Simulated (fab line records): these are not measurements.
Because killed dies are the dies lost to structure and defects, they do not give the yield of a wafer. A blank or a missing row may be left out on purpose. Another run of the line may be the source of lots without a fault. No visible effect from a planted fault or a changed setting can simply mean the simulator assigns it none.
Chamber matching :: flow n5Finfet :: N5_BEOL_M14_STRIP_37 on rieDiel-03: 4 sister chambers
The step strips in O2. 8 wafers are shown with their chamber, then 9 later ones without.

WAFERS PAIRED WITH THEIR CHAMBERS
wafer: L077.4
chamber: 2
showerheadPlenumPTorr (Torr): 2.00
drypumpMotorCurrentA (A): 5.8

wafer: L082.4
chamber: 3
showerheadPlenumPTorr (Torr): 2.21
drypumpMotorCurrentA (A): 5.3

wafer: L083.5
chamber: 3
showerheadPlenumPTorr (Torr): 2.20
drypumpMotorCurrentA (A): 5.3

wafer: L083.6
chamber: 2
showerheadPlenumPTorr (Torr): 1.99
drypumpMotorCurrentA (A): 5.7

wafer: L084.5
chamber: 0
showerheadPlenumPTorr (Torr): 2.12
drypumpMotorCurrentA (A): 5.6

wafer: L085.3
chamber: 1
showerheadPlenumPTorr (Torr): 2.09
drypumpMotorCurrentA (A): 6.6

wafer: L085.5
chamber: 0
showerheadPlenumPTorr (Torr): 2.12
drypumpMotorCurrentA (A): 5.5

wafer: L085.6
chamber: 1
showerheadPlenumPTorr (Torr): 2.09
drypumpMotorCurrentA (A): 6.6

WAFERS MISSING THEIR CHAMBER
wafer: L092.1
showerheadPlenumPTorr (Torr): 1.99
drypumpMotorCurrentA (A): 5.7

wafer: L092.2
showerheadPlenumPTorr (Torr): 2.20
drypumpMotorCurrentA (A): 5.3

wafer: L092.3
showerheadPlenumPTorr (Torr): 2.08
drypumpMotorCurrentA (A): 6.6

wafer: L095.1
showerheadPlenumPTorr (Torr): 2.20
drypumpMotorCurrentA (A): 5.2

wafer: L095.2
showerheadPlenumPTorr (Torr): 2.12
drypumpMotorCurrentA (A): 5.6

wafer: L095.3
showerheadPlenumPTorr (Torr): 2.08
drypumpMotorCurrentA (A): 6.6

wafer: L096.2
showerheadPlenumPTorr (Torr): 2.08
drypumpMotorCurrentA (A): 6.5

wafer: L096.3
showerheadPlenumPTorr (Torr): 2.12
drypumpMotorCurrentA (A): 5.6

wafer: L096.4
showerheadPlenumPTorr (Torr): 2.20
drypumpMotorCurrentA (A): 5.3

EACH ONE'S CHAMBER
wafer: L092.1
from the rows above: 2
in truth: 2

wafer: L092.2
from the rows above: 3
in truth: 3

wafer: L092.3
from the rows above: 1
in truth: 1

wafer: L095.1
from the rows above: 3
in truth: 3

wafer: L095.2
from the rows above: 0
in truth: 0

wafer: L095.3
from the rows above: 1
in truth: 1

wafer: L096.2
from the rows above: 1
in truth: 1

wafer: L096.3
from the rows above: 0
in truth: 0

wafer: L096.4
from the rows above: 3
in truth: 3
Placed correctly: 9 of 9. Can't be placed from these rows: 0. Number placed wrongly: 0.
How it was worked out, from the rows above alone: a wafer's distance from a chamber is the root of the sum, over the readings, of the square of ((its reading less the chamber's mean) divided by the reading's scatter). The wafer belongs to the nearest chamber; if the next one is less than 2 further off, it can't be placed. The mean given for a chamber averages the wafers shown for that chamber. The scatter: the root of (the sum of the squares of (reading less its chamber's mean) over the shown wafers, divided by (wafers less chambers)).
